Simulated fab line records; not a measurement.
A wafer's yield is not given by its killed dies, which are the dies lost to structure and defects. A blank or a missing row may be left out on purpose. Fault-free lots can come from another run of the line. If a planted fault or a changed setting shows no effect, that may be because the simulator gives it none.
Which of the tools did it?    flow nand harc    6 lots with 18 wafers sampled at 3 steps, on a route of 1159 steps

## WHAT THE GAUGES SHOWED, per wafer
NHARC_P_STI_INSPECT_11.
lot   measured     on                 raw defect count
L460  day 2 15:52  defect inspect-02  5 5 1
L462  day 3 04:03  defect inspect-02  5 1 2
L466  day 4 05:08  defect inspect-02  10 5 1
L473  day 6 01:41  defect inspect-01  747 754 766
L478  day 7 08:53  defect inspect-01  6 9 6
L481  day 7 23:08  defect inspect-01  4 4 7

## EACH LOT AND THE TOOL THAT RAN IT (in order: tool; ch and the chambers of the sampled wafers; start)
lot   NHARC_P_ZERO_WELL_ETCH_62                     NHARC_P_STI_ETCH_26
L460  rie diel-10 ch 1,2, day 2 01:53 or earlier    wet bench-06 ch 2,3,4, day 2 01:53
L462  rie diel-10 ch 1,2,3, day 2 13:38 or earlier  wet bench-06 ch 2,6,7, day 2 13:38
L466  rie diel-10 ch 0,2,3, day 3 13:45 or earlier  wet bench-06 ch 0,1,7, day 3 13:45
L473  rie diel-01 ch 0,2, day 5 08:01 or earlier    wet bench-04 ch 3,4,5, day 5 08:01
L478  rie diel-10 ch 0,1, day 6 13:37 or earlier    wet bench-09 ch 5,6,7, day 6 13:37
L481  rie diel-04 ch 2,3, day 7 07:43 or earlier    wet bench-09 ch 0,4,7, day 7 07:43
- NHARC_P_ZERO_WELL_ETCH_62: etches the open film in CHF3/Ar, target depth 13 nm, time 6.5 s.
- NHARC_P_STI_ETCH_26: etches SiO2 in dHF, target depth 11 nm.

## THE ANSWER, worked out from the rows above alone
Rule: what is usual is taken from the lots themselves. The widest of any qualifying gaps counts: lots, ordered by their means at a reading, are off when they make up no more than a third of the lots, leave a main group of 4 or more, and stand apart from it by 3 or more times the standard deviation of that group's means. If all means in a main group match to the digits the tables above print for the reading, that group is not used. A lot without any number at a reading at which 4 lots or more have one is off too. The other lots that the step has rows for count as sound.
Off: L473 (NHARC_P_STI_INSPECT_11, raw defect count). Main group: mean 5, sd 1.5.
A tool fits if, at a process step before that reading, it ran every lot that is off, and no sound lot after the first of them. The gauges at NHARC_P_STI_INSPECT_11 are tried like those tools. Because NHARC_P_ZERO_WELL_ETCH_62 lacks a start for some lots, the hours and order of its lots are taken from NHARC_P_STI_ETCH_26. 2 tools fit, rie diel-01 at NHARC_P_ZERO_WELL_ETCH_62 and wet bench-04 at NHARC_P_STI_ETCH_26, so this cannot tell which one it is.

## WHAT THE SIMULATOR PUT IN
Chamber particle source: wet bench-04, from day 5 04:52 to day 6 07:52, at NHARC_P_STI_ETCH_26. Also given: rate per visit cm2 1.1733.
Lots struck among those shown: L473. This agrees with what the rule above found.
